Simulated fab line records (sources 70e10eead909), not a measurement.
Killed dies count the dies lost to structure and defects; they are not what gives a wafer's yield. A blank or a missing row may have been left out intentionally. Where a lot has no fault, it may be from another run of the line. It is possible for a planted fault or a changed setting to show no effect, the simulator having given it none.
What tool caused it? -- flow nand-harc -- Sampling: 24 lots, 72 wafers, 2 of 1159 route steps

WHAT EACH GAUGE READ, for each wafer
NHARC_A_CONTACT_CD_MEAS_15. Usual: 90.2 nm for cd-nm, sd 0.66.
lot,measured,on,cd-nm (nm),flag
L075,day 17 01:52,cd-sem-01,89.7 90.9 90.2,
L074,day 17 02:58,cd-sem-01,91.3 91.3 91.1,
L077,day 17 15:32,cd-sem-01,89.8 89.7 90.0,
L078,day 17 17:20,cd-sem-01,90.3 90.0 89.6,
L076,day 17 21:34,cd-sem-03,91.0 89.6 90.7,
L080,day 18 05:55,cd-sem-01,90.8 90.4 91.1,
L079,day 18 08:38,cd-sem-01,90.4 90.3 89.7,
L083,day 18 18:12,cd-sem-02,91.3 91.1 89.9,
L082,day 19 00:53,cd-sem-02,90.7 90.2 91.8,
L085,day 19 08:17,cd-sem-02,89.4 88.8 90.2,
L081,day 19 10:40,cd-sem-02,90.7 90.7 90.3,
L084,day 19 16:57,cd-sem-03,90.0 89.3 89.3,
L087,day 19 22:47,cd-sem-02,89.1 89.8 89.6,
L086,day 20 00:58,cd-sem-03,89.7 90.4 89.3,
L089,day 20 10:50,cd-sem-02,89.4 90.0 89.5,
L088,day 20 19:59,cd-sem-01,90.6 91.3 90.8,
L090,day 21 01:10,cd-sem-03,89.0 89.4 89.3,
L091,day 21 07:54,cd-sem-03,89.9 90.3 90.0,
L093,day 21 11:08,cd-sem-01,89.9 90.1 89.8,
L092,day 21 14:10,cd-sem-01,90.7 90.3 89.8,
L095,day 21 19:50,cd-sem-01,90.6 91.1 90.5,
L094,day 21 21:32,cd-sem-02,90.2 90.0 89.8,
L097,day 22 08:30,cd-sem-03,90.6 89.9 91.0,
L096,day 22 14:10,cd-sem-03,90.5 89.8 90.1,

NHARC_A_BLC_CD_MEAS_10: the cd target is 100 nm. Usual: 99.5 nm for cd-nm, sd 0.6.
lot,measured,on,cd-nm (nm),flag
L075,day 17 12:32,cd-sem-02,99.4 99.1 99.4,
L074,day 17 13:56,cd-sem-02,101.3 100.9 100.8,
L077,day 17 22:56,cd-sem-02,100.0 99.6 100.0,
L078,day 17 23:05,cd-sem-01,100.4 100.2 100.0,
L076,day 18 02:54,cd-sem-02,99.1 99.2 99.6,
L080,day 18 15:07,cd-sem-02,100.4 99.9 99.7,
L079,day 18 15:17,cd-sem-03,99.5 99.2 99.4,
L083,day 18 21:22,cd-sem-03,100.1 99.2 100.4,
L082,day 19 08:46,cd-sem-02,99.8 98.9 99.2,
L085,day 19 13:56,cd-sem-03,98.5 98.9 98.8,
L081,day 19 20:38,cd-sem-03,99.2 99.5 99.7,
L084,day 20 02:23,cd-sem-01,99.1 99.7 99.7,
L087,day 20 03:00,cd-sem-03,99.5 100.4 98.9,
L086,day 20 03:46,cd-sem-02,98.2 99.1 98.7,
L089,day 20 15:37,cd-sem-03,99.8 99.3 100.1,
L088,day 20 23:18,cd-sem-01,100.2 99.4 99.3,
L090,day 21 04:10,cd-sem-03,99.2 99.0 99.1,
L091,day 21 10:53,cd-sem-02,100.5 99.6 100.6,
L093,day 21 17:48,cd-sem-01,99.5 100.2 100.1,
L092,day 21 18:52,cd-sem-01,98.2 99.0 98.9,
L095,day 21 22:43,cd-sem-02,98.7 99.0 99.4,
L094,day 22 00:31,cd-sem-02,99.8 99.8 99.7,
L097,day 22 12:04,cd-sem-03,99.2 99.5 99.8,
L096,day 22 17:40,cd-sem-03,99.7 99.1 100.5,

WHICH TOOL RAN EACH LOT (tool, then ch and the chambers of the sampled wafers, then the start)
The record holds no process step before these readings.

AS READ BY THE TOOLS THEMSELVES (means over the sampled wafers that have a number; for cases with no such wafer, the mark the record gives instead)
The record holds no such reading with a usual standard deviation.

THE ANSWER, worked out from the rows above alone
Rule: lot off if the mean of its wafers having a number is beyond 3 standard deviations from the usual mean. Also off: a lot with no number at a reading for which 4 or more lots have one. Where the step has rows for the other lots, those lots are counted as sound. After the gauges, taken in route order, come the tools' own readings; for these a lot's mean is taken, as printed above. At the first step where some lot is off, the reading lying furthest off is the one used; lots without a number count as furthest.
No lot is off on any of the readings shown, so nothing can be concluded from this.

WHAT HAD BEEN PUT IN BY THE SIMULATOR
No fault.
